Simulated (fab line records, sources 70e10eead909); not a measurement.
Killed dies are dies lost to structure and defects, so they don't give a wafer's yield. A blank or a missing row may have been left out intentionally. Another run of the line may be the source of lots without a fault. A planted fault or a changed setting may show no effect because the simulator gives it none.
Matching of chambers / flow nand harc / rie diel-01 running NHARC_A_CHANNEL_FILL_D2_STRIP_28: 4 sister chambers
The step strips in O2, time 20 s. 8 wafers are shown with their chamber, then 8 later ones without.

## WAFERS, EACH WITH ITS CHAMBER
wafer=L081.1; chamber=1; oes product au (a.u.)=0.995; o2 flow sccm (sccm)=501.3
wafer=L083.3; chamber=1; oes product au (a.u.)=0.996; o2 flow sccm (sccm)=501.9
wafer=L086.2; chamber=3; oes product au (a.u.)=0.999; o2 flow sccm (sccm)=499.7
wafer=L086.5; chamber=0; oes product au (a.u.)=0.990; o2 flow sccm (sccm)=502.1
wafer=L088.2; chamber=2; oes product au (a.u.)=0.993; o2 flow sccm (sccm)=498.4
wafer=L088.5; chamber=3; oes product au (a.u.)=1.000; o2 flow sccm (sccm)=497.3
wafer=L088.6; chamber=0; oes product au (a.u.)=0.990; o2 flow sccm (sccm)=498.5
wafer=L091.2; chamber=2; oes product au (a.u.)=0.996; o2 flow sccm (sccm)=502.4

## WAFERS WITH NO CHAMBER GIVEN
wafer=L091.4; oes product au (a.u.)=0.988; o2 flow sccm (sccm)=503.4
wafer=L091.5; oes product au (a.u.)=0.995; o2 flow sccm (sccm)=503.0
wafer=L095.1; oes product au (a.u.)=1.004; o2 flow sccm (sccm)=500.5
wafer=L095.2; oes product au (a.u.)=1.000; o2 flow sccm (sccm)=498.7
wafer=L095.5; oes product au (a.u.)=0.996; o2 flow sccm (sccm)=500.5
wafer=L097.1; oes product au (a.u.)=0.993; o2 flow sccm (sccm)=499.8
wafer=L097.3; oes product au (a.u.)=0.991; o2 flow sccm (sccm)=499.3
wafer=L097.6; oes product au (a.u.)=1.009; o2 flow sccm (sccm)=501.3

## CHAMBER TAKEN BY EACH
wafer=L091.4; from the rows above=0; in truth=0
wafer=L091.5; from the rows above=can't be placed: 1 or 2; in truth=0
wafer=L095.1; from the rows above=3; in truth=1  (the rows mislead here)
wafer=L095.2; from the rows above=3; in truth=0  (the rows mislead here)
wafer=L095.5; from the rows above=can't be placed: 1 or 2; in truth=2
wafer=L097.1; from the rows above=can't be placed: 2 or 1 or 0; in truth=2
wafer=L097.3; from the rows above=0; in truth=0
wafer=L097.6; from the rows above=3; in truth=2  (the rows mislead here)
Correctly placed: 2 of 8. From these rows, 3 cannot be placed; in 2 the true chamber is one of the candidates. 3 placed wrongly.
How it was worked out, from the rows above alone: a wafer's distance from a chamber is the root of the sum, over the readings, of the square of ((its reading less the chamber's mean) divided by the reading's scatter). If the next closest chamber is less than 2 further off than the closest, the wafer can't be placed; otherwise it belongs to the closest. The mean given for a chamber averages the wafers shown for that chamber. The scatter: take each reading less its chamber's mean, square it, sum over the shown wafers, divide by the number of wafers less the number of chambers, and take the root.
